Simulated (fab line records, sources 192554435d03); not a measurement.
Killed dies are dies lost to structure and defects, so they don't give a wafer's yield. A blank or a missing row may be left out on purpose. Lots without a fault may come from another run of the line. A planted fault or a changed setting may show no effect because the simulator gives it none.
fab line records | flow n5_finfet
record lots=9 wafers=27 last_day=18
route steps=1938 shown BEOL_M4@1057 PASSIVATION@1936
lots that met no fault: from a run of the same line without faults
start_h: hours from the record's first day to the start of the lot's first wafer shown | wait_h: hours since the lot's step before | " the same as in the row above | L1.1+2: a row that stands for several wafers | - no value, or no start given | * or withheld: withheld | < > ~ a bound
route shown NAME@n: a module of which the file shows steps, and the number in the route of the first | usual: mean/standard deviation of fault-free wafers | same: alike in all rows | chamber/n: place in a boat | sites: the reading at each site | _std_site: their standard deviation | _edge_site: outer sites' mean less inner sites' | radius_mm: how far each site lies from the wafer's centre | mask NAME#n: copy n | behind: the tool/chamber that last shaped the wafer | hold: why the lot was held/for how many hours/how that ended | device: the transistor (n, p or np) that didn't switch | end of line: the same wafers' tests at the end of the route | a step without rows: its recipe alone | killed: dies lost to structure and defects at the first sort, not the wafer's yield | map: a wafer's dies, x killed, . not, _ none there
set.NAME: the setting as run; set.NAME@STEP: as run at that earlier step | model.NAME: the simulator's own value behind a step, which no gauge read
steps of the route over a sample of lots; a table a step, a row a wafer
services: from which hour (start_h, from the record's first day; less than 0 if before it) a tool's chamber was out of use, for how many hours, and why
## steps
# step N5_BEOL_M4_OVL_MEAS_29
# recipe points_per_wafer=522
# usual V3_OVL=-0.2/0.6
# columns lot.wafer tool chamber start_h wait_h V3_OVL[nm]
L539.3 overlay-01 0 156.05 0.0 0.4
L539.4 " 0 " " -0.2
L539.6 " 0 " " 0.1
L545.1 overlay-02 0 208.24 0.1 -0.4
L545.2 " 0 " " 0.8
L545.3 " 0 " " -0.5
L547.4 overlay-02 0 215.32 0.0 -0.9
L547.5 " 0 " " -0.6
L547.6 " 0 " " -1.9
L548.3 overlay-02 0 218.33 0.0 -1.0
L548.4 " 0 " " -0.9
L548.6 " 0 " " 0.1
L551.1 overlay-02 0 238.95 0.0 -0.6
L551.2 " 0 " " -0.5
L551.3 " 0 " " 0.1
L554.3 overlay-02 0 256.93 0.0 0.5
L554.4 " 0 " " 0.0
L554.6 " 0 " " 0.5
L559.3 overlay-02 0 300.98 0.0 -0.8
L559.4 " 0 " " -0.8
L559.5 " 0 " " 0.0
L561.2 overlay-02 0 303.42 0.0 -0.5
L561.4 " 0 " " 0.3
L561.6 " 0 " " -0.8
L560.2 overlay-02 0 306.54 0.0 -0.3
L560.3 " 0 " " -1.0
L560.5 " 0 " " -0.5
# step N5_BEOL_M4_ETCH_69
# recipe chemistry=CF4 target=SiARC target_depth_a=156 mask_material=CAR-EUV time_s=26 ion_energy_ev=80 pressure_mtorr=40 source_w=545 bias_w=36 Ar_flow_sccm=100 cf4_flow_sccm=100 ends=cleared
# usual bias_w=35.99/0.12 cf4_flow_sccm=100.01/0.29 drypump_motor_current_A=5.6/0.49 etch_rf_on_time_s=26.1/0.47 oes_product_au=0.68/0.052 rf_vpp_V=184.0/1.1 showerhead_plenum_p_Torr=2.13/0.065 throttle_valve_pct=15.58/0.13
# columns lot.wafer tool chamber start_h wait_h bias_w cf4_flow_sccm drypump_motor_current_A etch_rf_on_time_s oes_product_au rf_hours_counter_h rf_vpp_V showerhead_plenum_p_Torr throttle_valve_pct
L539.3 rie_diel-02 0 156.21 0.0 36.00 99.96 5.2 26.8 0.60 186 183.0 2.14 15.75
L539.4 " 2 " " 35.92 100.86 5.7 25.4 0.76 40 183.0 2.10 15.66
L539.6 " 1 " " 36.12 99.29 6.2 26.1 0.65 - 181.6 2.06 15.72
L545.1 rie_diel-02 1 208.39 0.0 35.80 99.94 6.2 26.1 0.64 153 183.8 2.06 15.73
L545.2 " 3 " " 35.96 100.01 5.9 26.0 0.64 145 185.4 2.23 15.31
L545.3 " 2 " " 35.87 100.28 5.7 25.1 0.74 58 184.1 2.09 15.69
L547.4 rie_diel-01 2 215.45 0.0 36.26 99.97 5.6 26.3 0.65 140 183.7 2.14 15.59
L547.5 " 0 " " 36.12 99.82 6.2 25.3 0.70 - 183.7 2.09 15.67
L547.6 " 1 " " 36.15 99.65 5.0 25.3 0.79 - 185.5 2.26 15.40
L548.3 rie_diel-01 2 218.46 0.0 35.94 100.01 5.6 26.4 0.63 141 184.2 2.14 15.61
L548.4 " 1 " " 35.89 99.90 5.0 25.6 0.78 12 185.8 2.26 15.40
L548.6 " 1 " " 36.19 99.82 5.0 25.5 0.78 - 186.4 2.26 15.39
L551.1 rie_diel-02 1 239.09 0.0 35.96 99.84 6.1 26.1 0.63 165 183.7 2.05 15.75
L551.2 " 3 " " 35.94 99.66 5.9 26.1 0.63 158 185.6 2.23 15.36
L551.3 " 2 " " 35.88 99.61 5.7 25.3 0.73 67 183.9 2.09 15.72
L554.3 rie_diel-04 3 257.06 0.0 36.23 99.68 5.5 26.3 0.69 75 184.5 2.18 15.61
L554.4 " 2 " " 35.99 100.03 4.7 26.3 0.72 73 184.7 2.16 15.38
L554.6 " 0 " " 35.85 100.13 6.1 25.6 0.70 - 184.2 2.10 15.64
L559.3 rie_diel-01 3 301.11 0.0 35.78 99.89 6.2 26.5 0.62 158 183.5 2.06 15.60
L559.4 " 2 " " 36.01 100.22 5.6 26.5 0.62 162 183.8 2.14 15.64
L559.5 " 0 " " 36.03 99.82 6.2 25.6 0.67 - 182.8 2.08 15.74
L561.2 rie_diel-04 1 303.56 0.0 36.20 99.54 5.4 26.0 0.63 178 181.7 2.05 15.67
L561.4 " 2 " " 36.17 100.02 4.8 26.2 0.70 87 183.9 2.16 15.41
L561.6 " 1 " " 35.93 100.46 5.4 26.0 0.63 - 181.7 2.05 15.67
L560.2 rie_diel-02 2 307.64 0.0 35.93 99.68 5.7 25.5 0.71 89 183.3 2.08 15.76
L560.3 " 0 " " 35.96 100.29 5.3 27.1 0.57 238 184.0 2.12 15.86
L560.5 " 1 " " 36.08 99.59 6.1 26.3 0.62 - 183.7 2.05 15.81
# step N5_BEOL_M4_ETCH_70
# recipe chemistry=N2/H2 target=SOC target_depth_a=800 overetch_a=240 mask_material=SiARC temp_c=40 time_s=130 ion_energy_ev=200 pressure_mtorr=30 source_w=840 bias_w=150 n2_flow_sccm=200 h2_flow_sccm=200
# usual bias_w=149.9/0.43 chamber_pressure_mTorr=29.998/0.03 drypump_motor_current_A=5.7/0.46 h2_flow_sccm=200.0/0.61 oes_product_au=0.58/0.041 rf_vpp_V=523.2/2.6 showerhead_plenum_p_Torr=2.52/0.087 throttle_valve_pct=17.79/0.21
# columns lot.wafer tool chamber start_h wait_h bias_w chamber_pressure_mTorr drypump_motor_current_A h2_flow_sccm oes_product_au rf_hours_counter_h rf_vpp_V showerhead_plenum_p_Torr throttle_valve_pct
L539.3 rie_diel-01 0 164.71 0.0 150.0 30.009 6.2 200.1 0.62 60 521.9 2.46 17.63
L539.4 " 0 " " 149.8 29.999 6.2 200.5 0.62 - 520.8 2.46 17.65
L539.6 " 3 " " 150.1 29.984 6.2 200.0 0.58 - 521.4 2.46 17.69
L545.1 rie_diel-04 0 213.41 0.0 149.0 30.001 6.1 199.3 0.62 51 520.9 2.47 17.65
L545.2 " 1 " " 149.4 29.990 5.4 199.3 0.55 154 519.8 2.45 18.09
L545.3 " 2 " " 149.8 30.007 4.7 200.9 0.64 56 524.3 2.58 17.54
L547.4 rie_diel-01 2 216.69 0.0 149.5 29.986 5.6 199.1 0.56 141 524.3 2.56 17.97
L547.5 " 3 " " 150.7 29.996 6.2 199.8 0.56 - 521.3 2.45 17.74
L547.6 " 0 " " 150.2 30.011 6.2 200.3 0.60 - 522.7 2.45 17.68
L548.3 rie_diel-01 1 221.56 0.0 149.8 29.992 5.0 200.2 0.66 13 530.4 2.70 17.61
L548.4 " 2 " " 149.3 30.020 5.7 199.7 0.55 142 524.6 2.56 17.96
L548.6 " 2 " " 149.6 29.954 5.7 199.6 0.55 - 525.0 2.56 17.96
L551.1 rie_diel-01 0 240.55 0.0 149.9 30.003 6.2 199.3 0.59 89 521.0 2.45 17.71
L551.2 " 3 " " 149.8 29.953 6.2 200.3 0.56 138 520.7 2.44 17.76
L551.3 " 1 " " 149.8 29.930 5.0 200.5 0.65 21 529.8 2.70 17.64
L554.3 rie_diel-01 0 262.00 0.0 150.3 30.003 6.3 199.7 0.58 97 522.0 2.45 17.70
L554.4 " 1 " " 150.3 30.019 5.0 199.4 0.64 - 527.0 2.69 17.65
L554.6 " 3 " " 150.0 29.998 6.2 200.6 0.55 - 519.4 2.44 17.76
L559.3 rie_diel-01 0 304.12 0.0 149.7 30.074 6.2 200.5 0.57 110 520.0 2.44 17.75
L559.4 " 2 " " 150.0 29.977 5.6 199.5 0.53 - 523.5 2.55 17.99
L559.5 " 1 " " 149.2 30.039 5.0 199.6 0.62 - 528.5 2.69 17.66
L561.2 rie_diel-01 1 307.06 0.0 150.4 30.067 5.1 200.2 0.61 44 527.6 2.68 17.66
L561.4 " 0 " " 150.2 29.949 6.2 198.9 0.58 - 521.9 2.44 17.75
L561.6 " 1 " " 149.7 29.989 5.1 200.2 0.62 - 527.1 2.68 17.66
L560.2 rie_diel-02 1 310.41 0.0 150.6 30.027 6.2 200.4 0.53 187 521.5 2.41 17.83
L560.3 " 0 " " 150.0 29.962 5.2 200.2 0.50 239 523.0 2.51 18.04
L560.5 " 2 " " 149.2 30.043 5.7 199.0 0.61 - 521.3 2.48 18.24
# step N5_BEOL_M4_ETCH_41
# recipe chemistry=CH3F/O2 target=SiCN target_depth_a=299 taper_deg=2 time_s=52.5 ion_energy_ev=120 mask_material=TiN pressure_mtorr=30 source_w=395 bias_w=75 Ar_flow_sccm=150 CH3F_flow_sccm=30 O2_flow_sccm=20
# usual CH3F_flow_sccm=30.00/0.082 O2_flow_sccm=19.99/0.061 drypump_motor_current_A=5.7/0.46 oes_product_au=0.79/0.059 rf_vpp_V=296.9/1.6 showerhead_plenum_p_Torr=1.99/0.067 throttle_valve_pct=16.31/0.13
# columns lot.wafer tool chamber start_h wait_h CH3F_flow_sccm O2_flow_sccm drypump_motor_current_A oes_product_au rf_hours_counter_h rf_vpp_V showerhead_plenum_p_Torr throttle_valve_pct
L539.3 rie_diel-01 0 164.95 - 29.94 20.07 6.2 0.84 60 296.8 1.95 16.28
L539.4 " 0 " " 29.89 20.07 6.2 0.84 - 296.8 1.95 16.30
L539.6 " 3 " " 30.04 19.95 6.2 0.79 - 296.7 1.94 16.26
L545.1 rie_diel-04 0 213.65 - - - - - - - - -
L545.2 " 1 " " - - - - - - - -
L545.3 " 2 " " - - - - - - - -
L547.4 rie_diel-01 2 216.93 - - - - - - - - -
L547.5 " 3 " " - - - - - - - -
L547.6 " 0 " " - - - - - - - -
L548.3 rie_diel-01 1 221.80 - - - - - - - - -
L548.4 " 2 " " - - - - - - - -
L548.6 " 2 " " - - - - - - - -
L551.1 rie_diel-01 0 240.79 - 30.08 19.96 6.2 0.80 89 294.8 1.94 16.34
L551.2 " 3 " " 29.98 19.97 6.2 0.75 138 294.9 1.93 16.32
L551.3 " 1 " " 30.01 19.94 5.0 0.88 21 301.3 2.13 16.18
L554.3 rie_diel-01 0 262.24 - 29.93 19.96 6.2 0.80 97 296.0 1.94 16.38
L554.4 " 1 " " 30.03 20.09 5.1 0.88 - 298.9 2.12 16.20
L554.6 " 3 " " 30.09 20.00 6.2 0.75 - 295.6 1.93 16.32
L559.3 rie_diel-01 0 304.36 - 29.97 19.92 6.2 0.78 110 295.8 1.93 16.39
L559.4 " 2 " " 29.80 20.02 5.6 0.74 - 296.2 2.00 16.38
L559.5 " 1 " " 29.89 19.97 5.0 0.85 - 299.2 2.12 16.22
L561.2 rie_diel-01 1 307.30 - 30.03 19.98 5.1 0.85 44 299.2 2.12 16.20
L561.4 " 0 " " 29.92 20.00 6.2 0.79 - 294.7 1.93 16.39
L561.6 " 1 " " 30.06 19.94 5.0 0.85 - 298.9 2.12 16.22
L560.2 rie_diel-02 1 310.65 - 30.13 20.03 6.1 0.72 187 296.2 1.91 16.51
L560.3 " 0 " " 30.09 20.07 5.2 0.67 240 297.7 1.98 16.54
L560.5 " 2 " " 30.02 20.07 5.7 0.83 - 296.6 1.94 16.48
# step N5_BEOL_M4_RC_MEAS_101
# usual DIBL_N=36.0/2 DIBL_P=36.2/2.2 IOFF_N=0.16/0.034 IOFF_P=0.21/0.04 ION_N=675/12 ION_P=463/7.2 SS_N=71.6/0.6 SS_P=73.3/0.67 VT_N=250/3 VT_P=-251/3.4
# columns lot.wafer tool chamber start_h wait_h DIBL_N[mV/V] DIBL_P[mV/V] IOFF_N[nA/um] IOFF_P[nA/um] ION_N[uA/um] ION_P[uA/um] SS_N[mV/dec] SS_P[mV/dec] VT_N[mV] VT_P[mV]
L539.3 prober-02 0 169.71 0.3 37.7 36.6 0.17 0.21 670 452 72.3 74.3 251 -252
L539.4 " 0 " " 35.6 34.6 0.12 0.18 662 457 72.2 73.1 253 -255
L539.6 " 0 " " 35.6 34.4 0.14 0.18 650 451 71.8 73.6 250 -256
L551.1 prober-01 0 245.20 0.0 37.9 39.9 0.20 0.28 682 468 72.1 74.6 244 -246
L551.2 " 0 " " 37.9 39.9 0.20 0.29 694 481 72.4 73.7 245 -246
L551.3 " 0 " " 35.4 36.6 0.16 0.24 678 470 71.5 73.3 248 -248
L554.3 prober-01 0 268.27 0.3 35.6 35.2 0.16 0.23 679 463 71.4 73.3 251 -246
L554.4 " 0 " " 39.0 39.3 0.24 0.31 697 477 72.2 74.0 246 -245
L554.6 " 0 " " 35.0 34.8 0.16 0.22 673 461 71.5 73.1 249 -247
L559.3 prober-02 0 309.24 0.3 38.0 38.2 0.18 0.23 675 462 71.4 74.1 250 -248
L559.4 " 0 " " 38.9 39.1 0.20 0.27 683 470 72.0 74.2 248 -247
L559.5 " 0 " " 38.2 38.4 0.18 0.23 682 469 72.5 74.7 248 -247
L561.2 prober-01 0 311.77 0.2 39.8 39.3 0.24 0.29 696 470 72.4 74.2 243 -246
L561.4 " 0 " " 35.9 36.6 0.17 0.23 690 464 71.0 72.5 247 -247
L561.6 " 0 " " 35.3 35.1 0.15 0.21 669 467 71.4 72.7 251 -252
L560.2 prober-02 0 314.82 0.2 36.8 36.9 0.16 0.20 672 463 71.1 73.5 249 -253
L560.3 " 0 " " 38.6 37.4 0.20 0.21 692 465 71.9 73.9 247 -251
L560.5 " 0 " " 34.2 32.8 0.13 0.16 664 452 71.2 71.9 252 -254
# step N5_PASSIVATION_PROBE_49
# usual defect_limited_yield=91.5/1.5 killed_at_M0_to_M3=33/10 killed_at_M4_up=15/6.4 killed_at_contacts=12/5.4 killed_at_front_end=38/9.8 killed_at_other=4/3.1 killed_dies=101/18 killed_on_rim=13/3.9 killed_open=67/14 killed_short=33/7.9 sort_bin_5_function=5.0/1 sort_bin_6_memory=3.2/0.67 sort_n_pass=1079/18 sort_yield_pct=91.5/1.5
# same gross_dies=1180 killed_at_back_side=0 sort_bin_4_leakage[%]=0 sort_bin_8_speed[%]=0
# columns lot.wafer tool chamber start_h wait_h defect_limited_yield[%] killed_at_M0_to_M3 killed_at_M4_up killed_at_contacts killed_at_front_end killed_at_other killed_dies killed_on_rim killed_open killed_short sort_bin_5_function[%] sort_bin_6_memory[%] sort_n_pass sort_yield_pct[%]
L545.1 prober-02 - 337.80 0.0 0 24 1106 7 37 6 1180 152 57 29 97.5 2.1 0 0
L545.2 prober-02 - 337.85 0.1 0 24 1100 14 39 3 1180 152 81 29 96.4 3.3 0 0
L545.3 prober-02 - 337.90 0.1 0 45 1081 13 38 3 1180 152 93 33 95.8 4.0 0 0
L547.4 prober-02 - 349.04 0.2 0 28 1096 8 41 7 1180 152 67 36 96.9 2.8 0 0
L547.5 prober-02 - 349.09 0.2 0 48 1067 13 45 7 1180 152 71 49 95.3 4.3 0 0
L547.6 prober-02 - 349.14 0.3 0 50 1088 13 25 4 1180 152 58 39 96.2 3.5 0 0
L548.3 prober-01 - 356.13 0.1 0 29 1089 5 47 10 1180 152 75 27 96.5 3.1 0 0
L548.4 prober-01 - 356.18 0.2 0 37 1091 8 35 9 1180 152 80 27 95.5 4.2 0 0
L548.6 prober-01 - 356.28 0.3 0 33 1094 3 39 11 1180 152 64 34 96.5 3.2 0 0
# killed by level:class
L545.1 BEOL_M4:area_etch=1093 STI_FIN_REVEAL:geometric_particle:open=13 BEOL_M4:geometric_particle:open=8 MOL_CONTACT_COAG:geometric_particle:open=7 BEOL_M0_SAQP:geometric_particle:short=6 BEOL_M3:geometric_particle:open=5 FIN_SAQP:geometric_particle:open=4 STARTING-WAFER:geometric_particle:open=4
L545.2 BEOL_M4:area_etch=1068 BEOL_M4:geometric_particle:open=21 MOL_CONTACT_COAG:geometric_particle:open=13 FIN_SAQP:geometric_particle:open=10 FIN_SAQP:geometric_particle:short=8 STI_FIN_REVEAL:geometric_particle:open=7 BEOL_M3:geometric_particle:open=5 STARTING-WAFER:geometric_particle:short=5
L545.3 BEOL_M4:area_etch=1052 BEOL_M3:geometric_particle:open=13 BEOL_M4:geometric_particle:open=12 MOL_CONTACT_COAG:geometric_particle:open=12 BEOL_M0_SAQP:geometric_particle:open=8 BEOL_M0_SAQP:geometric_particle:short=8 GATE_CUT:geometric_particle:short=6 FIN_SAQP:geometric_particle:short=5
L547.4 BEOL_M4:area_etch=1075 FIN_SAQP:geometric_particle:short=8 MOL_CONTACT_COAG:geometric_particle:open=7 BEOL_M0_SAQP:geometric_particle:short=7 BEOL_M0_SAQP:geometric_particle:open=7 BEOL_M2:geometric_particle:open=7 BEOL_M4:geometric_particle:open=7 FIN_SAQP:geometric_particle:open=6
L547.5 BEOL_M4:area_etch=1057 BEOL_M0_SAQP:geometric_particle:short=20 BEOL_M2:geometric_particle:open=12 FIN_SAQP:geometric_particle:open=11 FIN_SAQP:geometric_particle:short=10 MOL_CONTACT_COAG:geometric_particle:open=10 STI_FIN_REVEAL:geometric_particle:open=8 BEOL_M0_SAQP:geometric_particle:open=5
L547.6 BEOL_M4:area_etch=1083 BEOL_M0_SAQP:geometric_particle:open=15 BEOL_M0_SAQP:geometric_particle:short=12 BEOL_M2:geometric_particle:open=12 MOL_CONTACT_COAG:geometric_particle:short=7 MOL_CONTACT_COAG:geometric_particle:open=6 BEOL_M1:geometric_particle:open=4 GATE_CUT:geometric_particle:short=4
L548.3 BEOL_M4:area_etch=1078 STI_FIN_REVEAL:geometric_particle:open=24 BEOL_M0_SAQP:geometric_particle:open=12 BEOL_M0_SAQP:geometric_particle:short=8 FIN_SAQP:geometric_particle:short=6 MOL_CONTACT_COAG:geometric_particle:open=5 BEOL_M4:geometric_particle:open=5 MIM_TOP:geometric_particle:open=4
L548.4 BEOL_M4:area_etch=1071 BEOL_M0_SAQP:geometric_particle:open=9 FIN_SAQP:geometric_particle:open=8 BEOL_M3:geometric_particle:open=7 MOL_CONTACT_COAG:geometric_particle:open=7 BEOL_M2:geometric_particle:open=7 BEOL_M5:geometric_particle:open=7 BEOL_M0_SAQP:geometric_particle:short=6
L548.6 BEOL_M4:area_etch=1082 BEOL_M0_SAQP:geometric_particle:open=8 FIN_SAQP:geometric_particle:short=7 FIN_SAQP:geometric_particle:open=7 BEOL_M0_SAQP:geometric_particle:short=7 BEOL_M1:geometric_particle:open=7 ILD0:geometric_particle:open=6 BEOL_M3:geometric_particle:open=5
## services
# columns tool chamber start_h hours kind
rie_diel-01 1 162.05 - clean
rie_diel-01 1 162.05 - consumable_replace:focus_ring
rie_diel-01 1 162.05 - consumable_replace:showerhead
rie_diel-01 1 162.05 22.6 scheduled_down
rie_diel-01 1 162.05 22.6 vent_cycle
rie_diel-01 - 196.61 0.9 repair
rie_diel-04 3 198.02 17.3 repair
rie_diel-02 2 220.41 6.5 repair
rie_diel-04 1 221.06 3.8 repair
rie_diel-01 2 231.74 9.0 repair
rie_diel-04 1 279.28 15.5 repair
rie_diel-01 3 303.58 4.3 repair
## key
first_sign step=N5_BEOL_M4_ETCH_41 reading=tool_record direction=missing
effect step=N5_PASSIVATION_PROBE_49 reading=killed_at_M4_up direction=up sigmas=99+ usual=15 struck=1090
more_kills_born_at N5_BEOL_M4_ETCH_41@rie_diel-01=6446 N5_BEOL_M4_ETCH_41@rie_diel-04=3213
met_at N5_BEOL_M4_ETCH_41
struck_lots L545,L547,L548
later_rows_left_out L545.1,L545.2,L545.3,L547.4,L547.5,L547.6,L548.3,L548.4,L548.6
not_acting_at N5_BEOL_M4_OVL_MEAS_29,N5_BEOL_M4_ETCH_69,N5_BEOL_M4_ETCH_70
onset_between 164.95 213.65
fault kind=skipped_step_whole tool=rie_diel-01,rie_diel-04 chamber=- onset_h=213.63 steps=N5_BEOL_M4_ETCH_41 scope=struck_lots_only
# later_rows_left_out: the simulator's readings of these wafers behind a module that went badly wrong aren't trusted and aren't shown, but for the sort
